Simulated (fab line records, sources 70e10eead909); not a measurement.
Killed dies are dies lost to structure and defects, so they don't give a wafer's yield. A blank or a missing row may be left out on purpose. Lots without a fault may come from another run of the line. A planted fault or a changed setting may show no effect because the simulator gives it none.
A struck lot beside a sound one | flow nand_harc | 14 steps out of a route of 1302
Sound: wafers L629.3, L629.4, L629.6. Struck: wafers L634.1, L634.3, L634.5. The cause comes at the end.
At each step with rows: each side's tool, then ch and its chambers, then its first start. Under that, the readings that differ: sound wafers | struck wafers | difference of the means | sigmas: that difference in standard deviations of wafers without a fault.
alike: readings whose means differ by less than 2 such deviations, and words and numbers that are the same on both sides. not compared: withheld readings, readings that some wafer has no value for, bounds like >300 that may hide the same value, and numbers for which the record gives no deviation and whose values overlap.
The two part at a step that has a row with sigmas, a row that says differs or no value, or rows on one side only. Numbers that don't overlap but have no deviation are shown without sigmas and don't part them. A reading that every wafer of one side lacks parts them only if that side has two wafers or more.

first, 1 step without rows for these wafers: NHARC_A_STAIRCASE_HARDBAKE_218 (time 140 s).
NHARC_A_STAIRCASE_DESCUM_219: chemistry O2, time 3 s.
  sound on rie_diel-13 ch 1,2,3, day 17 19:29; struck on rie_diel-07 ch 0,2, day 20 05:33
  alike: chamber_pressure_mTorr, drypump_motor_current_A, oes_product_au, rf_vpp_V, showerhead_plenum_p_Torr, throttle_valve_pct
  not compared: rf_hours_counter_h
then, 3 steps without rows for these wafers: NHARC_A_STAIRCASE_TRIM_220 (chemistry O2, time 211.2 s); NHARC_A_STAIRCASE_ETCH_221 (etches the open film in C4F8/O2, target depth 100 nm, time 40.5 s); NHARC_A_STAIRCASE_TRIM_222 (chemistry O2, time 211.2 s).
NHARC_A_STAIRCASE_ETCH_223: etches the open film in C4F8/O2, target depth 100 nm, time 40.5 s.
  sound on rie_diel-13 ch 1,3; struck on rie_diel-07 ch 0,3
  reading      | sound       | struck      | difference | sigmas
  rf_vpp_V (V) | 902 899 899 | 886 892 885 | -12        | -3
  alike: chamber_pressure_mTorr, oes_product_au, run_length_s
  not compared: rf_hours_counter_h
then, 1 step without rows for these wafers: NHARC_A_STAIRCASE_TRIM_224 (chemistry O2, time 211.2 s).
NHARC_A_STAIRCASE_ETCH_225: etches the open film in C4F8/O2, target depth 100 nm, time 40.5 s.
  sound on rie_diel-13 ch 0,1,2; struck on rie_diel-07 ch 0,1,2
  alike: chamber_pressure_mTorr, oes_product_au, rf_vpp_V, run_length_s
  not compared: rf_hours_counter_h
NHARC_A_STAIRCASE_TRIM_226: chemistry O2, time 211.2 s.
  sound on rie_diel-13 ch 0,1,2; struck on rie_diel-07 ch 0,1,3
  alike: chamber_pressure_mTorr, drypump_motor_current_A, oes_product_au, rf_vpp_V, showerhead_plenum_p_Torr, throttle_valve_pct
  not compared: rf_hours_counter_h
NHARC_A_STAIRCASE_ETCH_227: etches the open film in C4F8/O2, target depth 100 nm, time 40.5 s.
  sound on rie_diel-13 ch 0,1; struck on rie_diel-07 ch 0,1,2
  alike: chamber_pressure_mTorr, oes_product_au, rf_vpp_V, run_length_s
  not compared: rf_hours_counter_h
then, 1 step without rows for these wafers: NHARC_A_STAIRCASE_TRIM_229 (chemistry O2, time 211.2 s).
NHARC_A_STAIRCASE_ETCH_230: etches the open film in C4F8/O2, target depth 100 nm, time 40.5 s.
  sound on rie_diel-13 ch 0,1, day 17 20:47; struck on rie_diel-13 ch 0,2,3, day 20 07:04
  reading          | sound          | struck         | difference | sigmas
  run_length_s (s) | 62.3 61.7 62.1 | 63.9 63.9 63.5 | +1.7       | +4
  alike: chamber_pressure_mTorr, oes_product_au, rf_vpp_V
  not compared: rf_hours_counter_h
then, 1 step without rows for these wafers: NHARC_A_STAIRCASE_TRIM_231 (chemistry O2, time 211.2 s).
-- the record jumps here: 8 days lie between the struck wafers' starts before and after (it left off in module A_STAIRCASE and takes up again in module END, whose first step shown is number 1302 of the route) --
NHARC_END_SORT_01:
  the record has rows for the struck wafers here (prober-01 ch 0, day 28 02:53) and none for the sound ones

WHERE THEY PART
First at NHARC_A_STAIRCASE_ETCH_223; last, within this record, at NHARC_END_SORT_01.

WHY: what the simulator had put in
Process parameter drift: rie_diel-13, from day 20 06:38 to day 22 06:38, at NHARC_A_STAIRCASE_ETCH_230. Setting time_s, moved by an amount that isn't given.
